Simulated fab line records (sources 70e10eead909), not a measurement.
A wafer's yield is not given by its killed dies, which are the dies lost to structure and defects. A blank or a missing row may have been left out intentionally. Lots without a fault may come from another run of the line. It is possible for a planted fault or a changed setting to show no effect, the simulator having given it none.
Matching of chambers | flow nand_harc | NHARC_A_STAIRCASE_TRIM_220 on rie_diel-07: 4 sister chambers
The step chemistry O2, time 211.2 s. 14 wafers are shown with their chamber, then 7 later ones without.

== WAFERS, EACH WITH ITS CHAMBER ==
wafer  | chamber | drypump_motor_current_A (A) | showerhead_plenum_p_Torr (Torr) | throttle_valve_pct (%)
L076.3 | 3       | 6.0                         | 3.48                            | 17.037
L076.5 | 1       | 6.3                         | 3.54                            | 17.044
L076.6 | 0       | 5.1                         | 3.46                            | 17.047
L077.2 | 2       | 5.8                         | 3.32                            | 17.031
L077.4 | 1       | 6.3                         | 3.54                            | 17.032
L077.6 | 2       | 5.8                         | 3.32                            | 17.043
L091.3 | 2       | 5.8                         | 3.29                            | 17.016
L091.4 | 3       | 6.1                         | 3.45                            | 17.036
L091.5 | 1       | 6.3                         | 3.52                            | 17.038
L092.3 | 1       | 6.3                         | 3.52                            | 17.025
L092.4 | 2       | 5.8                         | 3.29                            | 17.028
L092.5 | 0       | 5.1                         | 3.44                            | 17.045
L093.2 | 2       | 5.7                         | 3.29                            | 17.028
L093.3 | 0       | 5.1                         | 3.44                            | 17.043

SIGNATURES, as means of the wafers listed above
reading                  | chamber 0 | chamber 1 | chamber 2 | chamber 3 | scatter within a chamber
drypump_motor_current_A  | 5.100     | 6.300     | 5.780     | 6.050     | 0.0361
showerhead_plenum_p_Torr | 3.4467    | 3.5300    | 3.3020    | 3.4650    | 0.0148
throttle_valve_pct       | 17.04500  | 17.03475  | 17.02920  | 17.03650  | 0.0076
Rule: a wafer's distance from a chamber is the root of the sum, over the readings, of the square of ((its reading less the chamber's mean) divided by the reading's scatter). The wafer belongs to the nearest chamber; if the next one is less than 2 further off, it can't be placed. The scatter is the square root of a quotient: the sum, over the shown wafers, of each reading's squared deviation from its chamber's mean, divided by wafers minus chambers.

== WAFERS WITHOUT THEIR CHAMBER ==
wafer  | drypump_motor_current_A (A) | showerhead_plenum_p_Torr (Torr) | throttle_valve_pct (%)
L093.4 | 6.3                         | 3.52                            | 17.023
L093.1 | 6.0                         | 3.45                            | 17.030
L093.5 | 6.3                         | 3.52                            | 17.036
L093.6 | 5.1                         | 3.44                            | 17.031
L094.1 | 6.3                         | 3.52                            | 17.032
L094.3 | 6.0                         | 3.45                            | 17.053
L094.6 | 5.1                         | 3.44                            | 17.034

== THE CHAMBER EACH PASSED THROUGH ==
wafer  | from the rows above | in truth
L093.4 | 1                   | 1
L093.1 | 3                   | 3
L093.5 | 1                   | 1
L093.6 | 0                   | 0
L094.1 | 1                   | 1
L094.3 | 3                   | 3
L094.6 | 0                   | 0
Correct placement for 7 of the 7. Not placeable from these rows: 0. Wrongly placed: 0.
